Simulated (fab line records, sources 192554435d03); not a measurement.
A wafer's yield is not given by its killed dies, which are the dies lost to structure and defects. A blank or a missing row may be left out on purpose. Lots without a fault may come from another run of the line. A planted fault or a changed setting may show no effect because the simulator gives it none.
fab line records | flow n5_finfet | part 1 of 2: steps 1 to 21 of 31
record: lots: 5 | wafers: 15 | last_day: 19
route steps=1938 shown BEOL_M14@1770 BEOL_M15@1773
lots untouched by any fault: they come from a run of this same line in which no faults occurred
start_h: the number of hours between the record's first day and the start of the first shown wafer of the lot | wait_h: time in hours since the lot's previous step | " repeats the value in the row above | L1.1+2: a single row standing in for several wafers | - value missing, or start not given | * or withheld: withheld | < > ~ a bound
route shown NAME@n: names a module that has steps shown in the file, with the first one's number in the route | usual: mean and standard deviation over wafers with no fault | same: alike in all rows | chamber/n: place in a boat | sites: per-site readings | _std_site: the standard deviation of these | _edge_site: outer sites' mean less inner sites' | radius_mm: how far each site lies from the wafer's centre | mask NAME#n: copy n | behind: the most recent tool/chamber to have shaped the wafer | hold: reason for holding the lot/hours on hold/outcome of the hold | device: the transistor (n, p or np) that didn't switch | end of line: at the end of the route, the tests of the same wafers | step lacking rows: just its recipe | killed: dies that structure and defects cost at the first sort, which is not the same as the wafer's yield | map: a wafer's dies, x killed, . not, _ none there
set.NAME: the setting as run; set.NAME@STEP: as run at that earlier step | model.NAME: the simulator's own value behind a step, which no gauge read
certain route steps with their lots: each step a table, each wafer a row
services: from which hour (start_h, from the record's first day; less than 0 if before it) a tool's chamber was out of use, for how many hours, and why
== steps ==
step: N5_BEOL_M14_DEP_53
recipe: material: SiCN | target_thk_a: 500 | temp_c: withheld | precursor: 3MS/NH3 | pressure_torr: 3 | rf_w: 675 | time_s: 17.8
usual: showerhead_plenum_p_Torr: 4.162/0.027 | throttle_valve_pct: 18.6/0.73
lot.wafer | tool     | chamber | start_h | wait_h | showerhead_plenum_p_Torr | throttle_valve_pct
L074.1    | pecvd-02 | 2       | 282.33  | 0.0    | 4.150                    | 17.1
L074.2    | "        | 0       | "       | "      | 4.163                    | 19.0
L074.4    | "        | 0       | "       | "      | 4.151                    | 18.8
L084.2    | pecvd-01 | 0       | 336.36  | 0.0    | 4.160                    | 19.5
L084.3    | "        | 1       | "       | "      | 4.194                    | 18.4
L084.4    | "        | 2       | "       | "      | 4.124                    | 18.5
L087.1    | pecvd-01 | 2       | 345.15  | 0.0    | 4.131                    | 18.6
L087.3    | "        | 1       | "       | "      | 4.190                    | 18.3
L087.4    | "        | 0       | "       | "      | 4.158                    | 19.6
L086.2    | pecvd-02 | 1       | 361.79  | 0.0    | 4.142                    | 17.9
L086.4    | "        | 1       | "       | "      | 4.165                    | 17.7
L086.6    | "        | 0       | "       | "      | 4.151                    | 18.7
L096.2    | pecvd-04 | 2       | 432.99  | 0.0    | 4.133                    | 17.6
L096.5    | "        | 1       | "       | "      | 4.191                    | 18.7
L096.6    | "        | 2       | "       | "      | 4.133                    | 17.7
step: N5_BEOL_M14_RS_MEAS_54
recipe: thk_meas_gauge: four-point-probe | reads: Cu_of_BEOL_M14_ECD_47+Ta_of_BEOL_M14_SPUTTER_44+TaN_of_BEOL_M14_SPUTTER_43
usual: M14_RS: 0.0333/0.00067
lot.wafer | tool          | chamber | start_h | wait_h | M14_RS[ohm/sq]
L074.1    | film_metro-01 | -       | 282.39  | 0.0    | 0.0327
L074.2    | "             | -       | "       | "      | 0.0331
L074.4    | "             | -       | "       | "      | 0.0326
L084.2    | film_metro-02 | -       | 336.43  | 0.1    | 0.0339
L084.3    | "             | -       | "       | "      | 0.0333
L084.4    | "             | -       | "       | "      | 0.0330
L087.1    | film_metro-01 | -       | 345.22  | 0.0    | 0.0339
L087.3    | "             | -       | "       | "      | 0.0334
L087.4    | "             | -       | "       | "      | 0.0340
L086.2    | film_metro-02 | -       | 361.86  | 0.1    | 0.0321
L086.4    | "             | -       | "       | "      | 0.0335
L086.6    | "             | -       | "       | "      | 0.0335
L096.2    | film_metro-01 | -       | 433.06  | 0.1    | 0.0337
L096.5    | "             | -       | "       | "      | 0.0339
L096.6    | "             | -       | "       | "      | 0.0333
step: N5_BEOL_M14_INSPECT_55
recipe: inspect_instrument: darkfield | mode: post_dep
usual: raw_defect_count: 73/23
lot.wafer | tool              | chamber | start_h | wait_h | raw_defect_count
L074.1    | defect_inspect-02 | -       | 282.42  | 0.0    | 43
L074.2    | "                 | -       | "       | "      | 48
L074.4    | "                 | -       | "       | "      | 31
L084.2    | defect_inspect-02 | -       | 336.46  | 0.0    | 58
L084.3    | "                 | -       | "       | "      | 69
L084.4    | "                 | -       | "       | "      | 103
L087.1    | defect_inspect-02 | -       | 345.24  | 0.0    | 88
L087.3    | "                 | -       | "       | "      | 97
L087.4    | "                 | -       | "       | "      | 114
L086.2    | defect_inspect-01 | -       | 361.89  | 0.0    | 77
L086.4    | "                 | -       | "       | "      | 41
L086.6    | "                 | -       | "       | "      | 62
L096.2    | defect_inspect-01 | -       | 433.09  | 0.0    | 62
L096.5    | "                 | -       | "       | "      | 68
L096.6    | "                 | -       | "       | "      | 132
step: N5_BEOL_M15_ILD_DEP_00
recipe: material: SiO2 | target_thk_a: 16293 | temp_c: 400 | precursor: TEOS/O2 | pressure_torr: 6.5 | rf_w: 900 | teos_flow_sccm: 161.4 | gas: O2 | flow_sccm: 2650 | time_s: 346.1
usual: heater_power_w: 502/73 | showerhead_plenum_p_Torr: 8.35/0.031 | susceptor_temp_C: 400.03/0.22 | throttle_valve_pct: 19.1/0.85
lot.wafer | tool     | chamber | start_h | wait_h | heater_power_w | showerhead_plenum_p_Torr | susceptor_temp_C | throttle_valve_pct
L074.1    | pecvd-04 | 2       | 282.46  | 0.0    | 649            | 8.29                     | 400.06           | 17.8
L074.2    | "        | 1       | "       | "      | 456            | 8.40                     | 400.13           | 19.2
L074.4    | "        | 2       | "       | "      | 495            | 8.30                     | 399.51           | 17.8
L084.2    | pecvd-04 | 2       | 336.49  | 0.0    | 553            | 8.28                     | 400.36           | 17.7
L084.3    | "        | 0       | "       | "      | 510            | 8.39                     | 399.92           | 20.4
L084.4    | "        | 2       | "       | "      | 621            | 8.29                     | 399.85           | 18.2
L087.1    | pecvd-04 | 2       | 345.28  | 0.0    | 552            | 8.31                     | 400.15           | 17.9
L087.3    | "        | 1       | "       | "      | 549            | 8.39                     | 400.24           | 19.5
L087.4    | "        | 2       | "       | "      | 638            | 8.29                     | 400.00           | 18.0
L086.2    | pecvd-04 | 2       | 361.92  | 0.0    | 609            | 8.28                     | 399.92           | 18.0
L086.4    | "        | 2       | "       | "      | 507            | 8.31                     | 400.31           | 18.1
L086.6    | "        | 1       | "       | "      | 520            | 8.40                     | 400.40           | 18.9
L096.2    | pecvd-04 | 1       | 433.12  | 0.0    | 433            | 8.39                     | 400.09           | 19.2
L096.5    | "        | 0       | "       | "      | 478            | 8.39                     | 400.31           | 20.1
L096.6    | "        | 1       | "       | "      | 524            | 8.39                     | 400.50           | 19.4
step: N5_BEOL_M15_THK_MEAS_01
recipe: reads: SiO2_of_BEOL_M15_ILD_DEP_00
usual: M15_ILD_THK: 1635/20
lot.wafer | tool          | chamber | start_h | wait_h | M15_ILD_THK[nm]
L074.1    | film_metro-02 | -       | 282.71  | 0.1    | 1615
L074.2    | "             | -       | "       | "      | 1615
L074.4    | "             | -       | "       | "      | 1650
L084.2    | film_metro-01 | -       | 336.74  | 0.1    | 1612
L084.3    | "             | -       | "       | "      | 1614
L084.4    | "             | -       | "       | "      | 1628
L087.1    | film_metro-01 | -       | 345.53  | 0.1    | 1633
L087.3    | "             | -       | "       | "      | 1647
L087.4    | "             | -       | "       | "      | 1650
L086.2    | film_metro-02 | -       | 362.17  | 0.1    | 1627
L086.4    | "             | -       | "       | "      | 1638
L086.6    | "             | -       | "       | "      | 1671
L096.2    | film_metro-01 | -       | 433.37  | 0.1    | 1646
L096.5    | "             | -       | "       | "      | 1665
L096.6    | "             | -       | "       | "      | 1664
step: N5_BEOL_M15_COAT_58
recipe: resist: BARC | temp_c: 205 | time_s: 60 | spin_rpm: 1500 | resist_thk_nm: 89
usual: heater_power_total_W: 391.5/1.3
lot.wafer | tool           | chamber | start_h | wait_h | heater_power_total_W
L074.1    | litho_track-04 | 0       | 282.74  | 0.0    | 391.1
L074.2    | "              | 0       | "       | "      | 391.2
L074.4    | "              | 0       | "       | "      | 392.0
L084.2    | litho_track-04 | 0       | 336.78  | 0.0    | 390.3
L084.3    | "              | 0       | "       | "      | 390.8
L084.4    | "              | 0       | "       | "      | 392.9
L087.1    | litho_track-04 | 0       | 345.56  | 0.0    | 393.6
L087.3    | "              | 0       | "       | "      | 390.3
L087.4    | "              | 0       | "       | "      | 392.9
L086.2    | litho_track-01 | 0       | 362.21  | 0.0    | 393.3
L086.4    | "              | 0       | "       | "      | 393.3
L086.6    | "              | 0       | "       | "      | 392.6
L096.2    | litho_track-04 | 0       | 433.41  | 0.0    | 390.8
L096.5    | "              | 0       | "       | "      | 393.2
L096.6    | "              | 0       | "       | "      | 390.1
step: N5_BEOL_M15_COAT_04
recipe: spin_rpm: 1704 | resist_thk_nm: 800
lot.wafer  | tool           | chamber | start_h | wait_h
L074.1+2+4 | litho_track-04 | 0       | -       | -
L084.2+3+4 | litho_track-04 | 0       | -       | -
L087.1+3+4 | litho_track-04 | 0       | -       | -
L086.2+4+6 | litho_track-01 | 0       | -       | -
L096.2+5+6 | litho_track-04 | 0       | -       | -
step: N5_BEOL_M15_EBR_06
recipe: solvent: PGMEA | ebr_width_mm: 1.5
lot.wafer  | tool           | chamber | start_h | wait_h
L074.1+2+4 | litho_track-04 | 0       | -       | -
L084.2+3+4 | litho_track-04 | 0       | -       | -
L087.1+3+4 | litho_track-04 | 0       | -       | -
L086.2+4+6 | litho_track-01 | 0       | -       | -
L096.2+5+6 | litho_track-04 | 0       | -       | -
step: N5_BEOL_M15_SOFTBAKE_05
recipe: temp_c: 130 | time_s: 60
usual: heater_power_total_W: 218.7/1.5
lot.wafer | tool           | chamber | start_h | wait_h | heater_power_total_W
L074.1    | litho_track-04 | 0       | -       | -      | 221.1
L074.2    | "              | 0       | "       | "      | 219.6
L074.4    | "              | 0       | "       | "      | 218.0
L084.2    | litho_track-04 | 0       | -       | -      | 217.9
L084.3    | "              | 0       | "       | "      | 221.1
L084.4    | "              | 0       | "       | "      | 219.5
L087.1    | litho_track-04 | 0       | -       | -      | 217.7
L087.3    | "              | 0       | "       | "      | 217.0
L087.4    | "              | 0       | "       | "      | 219.6
L086.2    | litho_track-01 | 0       | -       | -      | 221.1
L086.4    | "              | 0       | "       | "      | 220.8
L086.6    | "              | 0       | "       | "      | 217.2
L096.2    | litho_track-04 | 0       | -       | -      | 219.8
L096.5    | "              | 0       | "       | "      | 216.5
L096.6    | "              | 0       | "       | "      | 220.6
step: N5_BEOL_M15_EXPOSE_07
recipe: mask_id: V14 | na: 0.8 | source_shape: annular | sigma_inner: 0.5 | sigma_outer: 0.8 | polarization: unpolarized | attpsm_phase_deg: 180 | dose_mj: 41.25
usual: focus_offset_nm: 0.0/0.44
lot.wafer | tool           | chamber | start_h | wait_h | mask  | focus_offset_nm
L074.1    | krf_scanner-01 | 0       | 282.84  | -      | V14#0 | -0.8
L074.2    | "              | 0       | "       | "      | V14#0 | -0.9
L074.4    | "              | 0       | "       | "      | V14#0 | -0.1
L084.2    | krf_scanner-02 | 0       | 336.88  | -      | V14#0 | 0.8
L084.3    | "              | 0       | "       | "      | V14#0 | 0.2
L084.4    | "              | 0       | "       | "      | V14#0 | -0.2
L087.1    | krf_scanner-01 | 0       | 345.79  | -      | V14#0 | 0.6
L087.3    | "              | 0       | "       | "      | V14#0 | -0.2
L087.4    | "              | 0       | "       | "      | V14#0 | -0.3
L086.2    | krf_scanner-01 | 0       | 362.44  | -      | V14#0 | -0.6
L086.4    | "              | 0       | "       | "      | V14#0 | 0.1
L086.6    | "              | 0       | "       | "      | V14#0 | -0.3
L096.2    | krf_scanner-01 | 0       | 433.51  | -      | V14#0 | -0.2
L096.5    | "              | 0       | "       | "      | V14#0 | -0.1
L096.6    | "              | 0       | "       | "      | V14#0 | -0.2
step: N5_BEOL_M15_PEB_08
recipe: peb_temp_c: 130 | peb_time_s: 90
usual: heater_power_total_W: 172.5/0.72
lot.wafer | tool           | chamber | start_h | wait_h | heater_power_total_W
L074.1    | litho_track-05 | 0       | 282.90  | 0.1    | 172.1
L074.2    | "              | 0       | "       | "      | 172.9
L074.4    | "              | 0       | "       | "      | 172.1
L084.2    | litho_track-05 | 0       | 336.93  | 0.0    | 171.7
L084.3    | "              | 0       | "       | "      | 173.2
L084.4    | "              | 0       | "       | "      | 172.5
L087.1    | litho_track-04 | 0       | 345.84  | 0.1    | 173.2
L087.3    | "              | 0       | "       | "      | 172.3
L087.4    | "              | 0       | "       | "      | 172.7
L086.2    | litho_track-01 | 0       | 362.49  | 0.0    | 172.3
L086.4    | "              | 0       | "       | "      | 172.7
L086.6    | "              | 0       | "       | "      | 172.0
L096.2    | litho_track-05 | 0       | 433.56  | 0.0    | 171.9
L096.5    | "              | 0       | "       | "      | 172.9
L096.6    | "              | 0       | "       | "      | 171.6
step: N5_BEOL_M15_DEVELOP_09
recipe: develop_time_s: 45 | rinse_liquid: diw | dry: air_spin | dev_temp_c: 21
usual: developer_temp_C: 20.98/0.098
same: develop_time_s: 45
lot.wafer | tool           | chamber | start_h | wait_h | developer_temp_C
L074.1    | litho_track-05 | 0       | -       | -      | 20.95
L074.2    | "              | 0       | "       | "      | 20.98
L074.4    | "              | 0       | "       | "      | 20.91
L084.2    | litho_track-05 | 0       | -       | -      | 20.74
L084.3    | "              | 0       | "       | "      | 20.88
L084.4    | "              | 0       | "       | "      | 20.92
L087.1    | litho_track-04 | 0       | -       | -      | 20.90
L087.3    | "              | 0       | "       | "      | 21.14
L087.4    | "              | 0       | "       | "      | 20.88
L086.2    | litho_track-01 | 0       | -       | -      | 20.93
L086.4    | "              | 0       | "       | "      | 20.99
L086.6    | "              | 0       | "       | "      | 20.95
L096.2    | litho_track-05 | 0       | -       | -      | 21.00
L096.5    | "              | 0       | "       | "      | 21.05
L096.6    | "              | 0       | "       | "      | 20.98
step: N5_BEOL_M15_HARDBAKE_14
recipe: temp_c: 130 | time_s: 120
usual: heater_power_total_W: 148.1/0.86
lot.wafer | tool           | chamber | start_h | wait_h | heater_power_total_W
L074.1    | litho_track-05 | 0       | -       | -      | 148.3
L074.2    | "              | 0       | "       | "      | 147.7
L074.4    | "              | 0       | "       | "      | 148.9
L084.2    | litho_track-05 | 0       | -       | -      | 146.5
L084.3    | "              | 0       | "       | "      | 147.9
L084.4    | "              | 0       | "       | "      | 149.1
L087.1    | litho_track-04 | 0       | -       | -      | 146.4
L087.3    | "              | 0       | "       | "      | 147.4
L087.4    | "              | 0       | "       | "      | 148.3
L086.2    | litho_track-01 | 0       | -       | -      | 149.2
L086.4    | "              | 0       | "       | "      | 147.1
L086.6    | "              | 0       | "       | "      | 149.2
L096.2    | litho_track-05 | 0       | -       | -      | 149.0
L096.5    | "              | 0       | "       | "      | 149.2
L096.6    | "              | 0       | "       | "      | 149.1
step: N5_BEOL_M15_CD_MEAS_10
recipe: target_cd_nm: 360 | landing_energy_ev: 500 | detector: se_inlens | polarity: opening
usual: cd_nm: 360.9/1.9
same: landing_energy_ev: 500
lot.wafer | tool      | chamber | start_h | wait_h | cd_nm
L074.1    | cd_sem-03 | 0       | 283.02  | -      | 359.6
L074.2    | "         | 0       | "       | "      | 357.7
L074.4    | "         | 0       | "       | "      | 357.7
L084.2    | cd_sem-01 | 0       | 337.05  | -      | 358.2
L084.3    | "         | 0       | "       | "      | 358.8
L084.4    | "         | 0       | "       | "      | 361.2
L087.1    | cd_sem-01 | 0       | 345.96  | -      | 360.6
L087.3    | "         | 0       | "       | "      | 362.8
L087.4    | "         | 0       | "       | "      | 357.4
L086.2    | cd_sem-02 | 0       | 362.60  | -      | 356.8
L086.4    | "         | 0       | "       | "      | 359.2
L086.6    | "         | 0       | "       | "      | 358.5
L096.2    | cd_sem-01 | 0       | 433.68  | -      | 362.3
L096.5    | "         | 0       | "       | "      | 361.5
L096.6    | "         | 0       | "       | "      | 360.7
step: N5_BEOL_M15_OVL_MEAS_11
recipe: points_per_wafer: 44
usual: V14_OVL: 0/5.4
lot.wafer | tool       | chamber | start_h | wait_h | V14_OVL[nm]
L074.1    | overlay-02 | 0       | 283.05  | 0.0    | 3
L074.2    | "          | 0       | "       | "      | 1
L074.4    | "          | 0       | "       | "      | -6
L084.2    | overlay-01 | 0       | 337.08  | 0.0    | -3
L084.3    | "          | 0       | "       | "      | -1
L084.4    | "          | 0       | "       | "      | 0
L087.1    | overlay-01 | 0       | 345.99  | 0.0    | -3
L087.3    | "          | 0       | "       | "      | -5
L087.4    | "          | 0       | "       | "      | 7
L086.2    | overlay-02 | 0       | 362.63  | 0.0    | -5
L086.4    | "          | 0       | "       | "      | 0
L086.6    | "          | 0       | "       | "      | 3
L096.2    | overlay-01 | 0       | 433.71  | 0.0    | 11
L096.5    | "          | 0       | "       | "      | 4
L096.6    | "          | 0       | "       | "      | 1
step: N5_BEOL_M15_INSPECT_12
recipe: mode: adi | inspect_instrument: macro
usual: raw_defect_count: 2.1/1.4
lot.wafer | tool              | chamber | start_h | wait_h | raw_defect_count
L074.1    | defect_inspect-02 | -       | 283.07  | 0.0    | 0
L074.2    | "                 | -       | "       | "      | 1
L074.4    | "                 | -       | "       | "      | 5
L084.2    | defect_inspect-01 | -       | 337.10  | 0.0    | 1
L084.3    | "                 | -       | "       | "      | 4
L084.4    | "                 | -       | "       | "      | 1
L087.1    | defect_inspect-01 | -       | 346.01  | 0.0    | 1
L087.3    | "                 | -       | "       | "      | 3
L087.4    | "                 | -       | "       | "      | 2
L086.2    | defect_inspect-01 | -       | 362.66  | 0.0    | 2
L086.4    | "                 | -       | "       | "      | 1
L086.6    | "                 | -       | "       | "      | 3
L096.2    | defect_inspect-01 | -       | 433.73  | 0.0    | 1
L096.5    | "                 | -       | "       | "      | 3
L096.6    | "                 | -       | "       | "      | 2
step: N5_BEOL_M15_DESCUM_15
recipe: chemistry: O2 | time_s: 7.9 | source_power_w: 50 | bias_power_w: 20 | pressure_mtorr: 20 | rf_frequency_hz: 2.712e+07 | temp_c: 40 | o2_flow_sccm: 225
usual: drypump_motor_current_A: 5.8/0.52 | oes_product_au: 0.76/0.081 | rf_vpp_V: 242.9/1.3 | showerhead_plenum_p_Torr: 2.08/0.071 | throttle_valve_pct: 20.53/0.29
lot.wafer | tool        | chamber | start_h | wait_h | drypump_motor_current_A | oes_product_au | rf_hours_counter_h | rf_vpp_V | showerhead_plenum_p_Torr | throttle_valve_pct
L074.1    | rie_diel-01 | 3       | 283.33  | 0.3    | 6.2                     | 0.72           | 200                | 243.6    | 2.17                     | 20.31
L074.2    | "           | 0       | "       | "      | 6.1                     | 0.89           | 29                 | 242.8    | 2.05                     | 20.00
L074.4    | "           | 2       | "       | "      | 5.7                     | 0.74           | 197                | 243.9    | 2.14                     | 20.55
L084.2    | rie_diel-04 | 2       | 337.14  | 0.0    | 5.2                     | 0.86           | 45                 | 242.5    | 2.04                     | 20.27
L084.3    | "           | 3       | "       | "      | 6.0                     | 0.71           | 219                | 242.7    | 2.05                     | 20.55
L084.4    | "           | 2       | "       | "      | 5.2                     | 0.85           | -                  | 243.3    | 2.04                     | 20.28
L087.1    | rie_diel-01 | 1       | 346.20  | 0.2    | 6.2                     | 0.68           | 240                | 242.5    | 1.96                     | 20.64
L087.3    | "           | 2       | "       | "      | 5.7                     | 0.72           | 217                | 243.2    | 2.14                     | 20.58
L087.4    | "           | 0       | "       | "      | 6.1                     | 0.86           | 49                 | 240.2    | 2.04                     | 20.02
L086.2    | rie_diel-01 | 1       | 362.69  | 0.0    | 6.2                     | 0.67           | 246                | 241.0    | 1.96                     | 20.64
L086.4    | "           | 3       | "       | "      | 6.2                     | 0.70           | 224                | 243.6    | 2.16                     | 20.35
L086.6    | "           | 0       | "       | "      | 6.1                     | 0.84           | -                  | 243.1    | 2.04                     | 20.03
L096.2    | rie_diel-01 | 1       | 433.77  | 0.0    | 6.3                     | 0.96           | 6                  | 246.2    | 2.22                     | 20.20
L096.5    | "           | 0       | "       | "      | 6.2                     | 0.81           | -                  | 241.8    | 2.03                     | 20.07
L096.6    | "           | 3       | "       | "      | 6.2                     | 0.68           | -                  | 244.4    | 2.15                     | 20.39
step: N5_BEOL_M15_ETCH_59
recipe: chemistry: N2/H2 | target: BARC | target_depth_a: 890 | overetch_a: 267 | time_s: 67.9 | ion_energy_ev: 200 | pressure_mtorr: 30 | source_w: 840 | bias_w: 150 | n2_flow_sccm: 200 | h2_flow_sccm: 200
usual: drypump_motor_current_A: 5.8/0.52 | oes_product_au: 0.65/0.064 | rf_vpp_V: 523.5/2.3 | showerhead_plenum_p_Torr: 2.53/0.079 | throttle_valve_pct: 18.0/0.33
lot.wafer | tool        | chamber | start_h | wait_h | drypump_motor_current_A | oes_product_au | rf_hours_counter_h | rf_vpp_V | showerhead_plenum_p_Torr | throttle_valve_pct
L074.1    | rie_diel-01 | 3       | 283.36  | 0.0    | 6.2                     | 0.62           | 200                | 526.5    | 2.64                     | 17.8
L074.2    | "           | 0       | "       | "      | 6.1                     | 0.75           | 29                 | 522.0    | 2.50                     | 17.4
L074.4    | "           | 2       | "       | "      | 5.7                     | 0.63           | 197                | 526.0    | 2.63                     | 18.1
L084.2    | rie_diel-04 | 2       | 337.17  | 0.0    | 5.3                     | 0.73           | 45                 | 522.9    | 2.50                     | 17.8
L084.3    | "           | 3       | "       | "      | 5.9                     | 0.60           | 219                | 523.3    | 2.52                     | 18.2
L084.4    | "           | 2       | "       | "      | 5.2                     | 0.74           | -                  | 521.9    | 2.50                     | 17.8
L087.1    | rie_diel-01 | 1       | 346.24  | 0.0    | 6.2                     | 0.58           | 240                | 520.3    | 2.42                     | 18.3
L087.3    | "           | 2       | "       | "      | 5.7                     | 0.62           | 217                | 527.1    | 2.62                     | 18.1
L087.4    | "           | 0       | "       | "      | 6.1                     | 0.71           | 49                 | 520.8    | 2.49                     | 17.4
L086.2    | rie_diel-01 | 1       | 362.73  | 0.0    | 6.2                     | 0.58           | 246                | 518.7    | 2.42                     | 18.3
L086.4    | "           | 3       | "       | "      | 6.2                     | 0.61           | 224                | 527.3    | 2.63                     | 17.9
L086.6    | "           | 0       | "       | "      | 6.1                     | 0.71           | -                  | 523.0    | 2.49                     | 17.5
L096.2    | rie_diel-01 | 1       | 433.80  | 0.0    | 6.3                     | 0.81           | 6                  | 528.7    | 2.73                     | 17.8
L096.5    | "           | 0       | "       | "      | 6.1                     | 0.69           | -                  | 522.8    | 2.48                     | 17.5
L096.6    | "           | 3       | "       | "      | 6.2                     | 0.59           | -                  | 525.6    | 2.62                     | 17.9
step: N5_BEOL_M15_VIA_ETCH_16
recipe: chemistry: C4F8/O2/Ar | target: SiO2 | he_inner_torr: 15 | he_outer_torr: 30 | target_depth_a: 17922 | time_s: withheld | ion_energy_ev: 800 | pressure_mtorr: 20 | source_w: 1905 | bias_w: 2040 | Ar_flow_sccm: 400 | C4F8_flow_sccm: 16 | O2_flow_sccm: 12 | ends: cleared
usual: drypump_motor_current_A: 5.8/0.52 | oes_product_au: 0.68/0.071 | rf_vpp_V: 2229/26 | showerhead_plenum_p_Torr: 3.42/0.11 | throttle_valve_pct: 31.0/0.3
lot.wafer | tool        | chamber | start_h | wait_h | drypump_motor_current_A | oes_product_au | rf_vpp_V | showerhead_plenum_p_Torr | throttle_valve_pct
L074.1    | rie_diel-01 | 3       | 283.42  | 0.0    | 6.2                     | 0.67           | 2227     | 3.55                     | 30.8
L074.2    | "           | 0       | "       | "      | 6.1                     | 0.78           | 2261     | 3.37                     | 30.3
L074.4    | "           | 2       | "       | "      | 5.7                     | 0.66           | 2180     | 3.56                     | 31.2
L084.2    | rie_diel-04 | 2       | 337.22  | 0.0    | 5.2                     | 0.78           | 2218     | 3.38                     | 30.9
L084.3    | "           | 3       | "       | "      | 6.0                     | 0.65           | 2261     | 3.41                     | 31.1
L084.4    | "           | 2       | "       | "      | 5.2                     | 0.77           | 2219     | 3.38                     | 30.9
L087.1    | rie_diel-01 | 1       | 346.29  | 0.0    | 6.2                     | 0.61           | 2227     | 3.26                     | 31.2
L087.3    | "           | 2       | "       | "      | 5.7                     | 0.66           | 2180     | 3.55                     | 31.2
L087.4    | "           | 0       | "       | "      | 6.1                     | 0.75           | 2261     | 3.36                     | 30.4
L086.2    | rie_diel-01 | 1       | 362.78  | 0.0    | 6.2                     | 0.61           | 2226     | 3.26                     | 31.2
L086.4    | "           | 3       | "       | "      | 6.2                     | 0.65           | 2227     | 3.54                     | 30.8
L086.6    | "           | 0       | "       | "      | 6.1                     | 0.76           | 2259     | 3.36                     | 30.4
L096.2    | rie_diel-01 | 1       | 433.85  | 0.0    | 6.2                     | 0.85           | 2263     | 3.66                     | 30.8
L096.5    | "           | 0       | "       | "      | 6.1                     | 0.73           | 2260     | 3.35                     | 30.4
L096.6    | "           | 3       | "       | "      | 6.2                     | 0.63           | 2226     | 3.53                     | 30.8
step: N5_BEOL_M15_STRIP_63
recipe: chemistry: O2 | power_w: 600 | temp_c: 60 | pressure_mtorr: 30 | rf_frequency_hz: 6e+07 | bias_power_w: 0 | overash_fraction: 0.3 | o2_flow_sccm: 225
usual: drypump_motor_current_A: 5.8/0.52 | oes_product_au: 0.76/0.081 | rf_vpp_V: 3.7/0.72 | showerhead_plenum_p_Torr: 2.08/0.071 | throttle_valve_pct: 16.78/0.28
lot.wafer | tool        | chamber | start_h | wait_h | drypump_motor_current_A | oes_product_au | rf_hours_counter_h | rf_vpp_V | showerhead_plenum_p_Torr | throttle_valve_pct
L074.1    | rie_diel-01 | 3       | -       | -      | 6.2                     | 0.71           | 201                | 3.3      | 2.18                     | 16.55
L074.2    | "           | 0       | "       | "      | 6.1                     | 0.88           | 30                 | 3.1      | 2.05                     | 16.28
L074.4    | "           | 2       | "       | "      | 5.7                     | 0.74           | 197                | 4.3      | 2.15                     | 16.82
L084.2    | rie_diel-04 | 2       | -       | -      | 5.2                     | 0.85           | 45                 | 2.2      | 2.05                     | 16.45
L084.3    | "           | 3       | "       | "      | 5.9                     | 0.71           | 219                | 3.0      | 2.06                     | 16.88
L084.4    | "           | 2       | "       | "      | 5.3                     | 0.85           | -                  | 2.9      | 2.04                     | 16.49
L087.1    | rie_diel-01 | 1       | -       | -      | 6.2                     | 0.67           | 240                | 4.2      | 1.97                     | 16.91
L087.3    | "           | 2       | "       | "      | 5.7                     | 0.72           | 217                | 2.9      | 2.14                     | 16.84
L087.4    | "           | 0       | "       | "      | 6.1                     | 0.87           | 49                 | 3.0      | 2.05                     | 16.29
L086.2    | rie_diel-01 | 1       | -       | -      | 6.3                     | 0.67           | 246                | 3.8      | 1.97                     | 16.91
L086.4    | "           | 3       | "       | "      | 6.2                     | 0.70           | 224                | 3.4      | 2.17                     | 16.61
L086.6    | "           | 0       | "       | "      | 6.1                     | 0.85           | -                  | 4.6      | 2.05                     | 16.29
L096.2    | rie_diel-01 | 1       | -       | -      | 6.2                     | 0.96           | 6                  | 4.2      | 2.22                     | 16.42
L096.5    | "           | 0       | "       | "      | 6.2                     | 0.82           | -                  | 4.3      | 2.04                     | 16.33
L096.6    | "           | 3       | "       | "      | 6.2                     | 0.69           | -                  | 3.6      | 2.16                     | 16.64
step: N5_BEOL_M15_STRIP_64
recipe: chemistry: O2 | power_w: 600 | temp_c: 60 | pressure_mtorr: 30 | rf_frequency_hz: 6e+07 | bias_power_w: 0 | overash_fraction: 0.3 | o2_flow_sccm: 225
usual: drypump_motor_current_A: 5.8/0.52 | oes_product_au: 0.76/0.08 | rf_vpp_V: 3.6/0.47 | showerhead_plenum_p_Torr: 2.08/0.071 | throttle_valve_pct: 16.78/0.29
lot.wafer | tool        | chamber | start_h | wait_h | drypump_motor_current_A | oes_product_au | rf_hours_counter_h | rf_vpp_V | showerhead_plenum_p_Torr | throttle_valve_pct
L074.1    | rie_diel-01 | 3       | -       | -      | 6.2                     | 0.73           | 201                | 4.8      | 2.18                     | 16.56
L074.2    | "           | 0       | "       | "      | 6.1                     | 0.89           | 30                 | 3.6      | 2.05                     | 16.26
L074.4    | "           | 2       | "       | "      | 5.7                     | 0.73           | 197                | 3.4      | 2.15                     | 16.81
L084.2    | rie_diel-04 | 2       | -       | -      | 5.2                     | 0.86           | 45                 | 4.0      | 2.04                     | 16.48
L084.3    | "           | 3       | "       | "      | 5.9                     | 0.72           | 219                | 4.1      | 2.06                     | 16.85
L084.4    | "           | 2       | "       | "      | 5.3                     | 0.86           | -                  | 3.4      | 2.05                     | 16.49
L087.1    | rie_diel-01 | 1       | -       | -      | 6.3                     | 0.69           | 240                | 3.7      | 1.97                     | 16.92
L087.3    | "           | 2       | "       | "      | 5.7                     | 0.71           | 217                | 3.8      | 2.14                     | 16.84
L087.4    | "           | 0       | "       | "      | 6.1                     | 0.84           | 49                 | 3.9      | 2.05                     | 16.29
L086.2    | rie_diel-01 | 1       | -       | -      | 6.2                     | 0.67           | 246                | 4.2      | 1.97                     | 16.91
L086.4    | "           | 3       | "       | "      | 6.2                     | 0.71           | 224                | 3.0      | 2.17                     | 16.59
L086.6    | "           | 0       | "       | "      | 6.2                     | 0.85           | -                  | 3.2      | 2.05                     | 16.30
L096.2    | rie_diel-01 | 1       | -       | -      | 6.2                     | 0.97           | 6                  | 3.9      | 2.22                     | 16.43
L096.5    | "           | 0       | "       | "      | 6.1                     | 0.82           | -                  | 4.3      | 2.04                     | 16.33
L096.6    | "           | 3       | "       | "      | 6.2                     | 0.68           | -                  | 3.6      | 2.16                     | 16.65
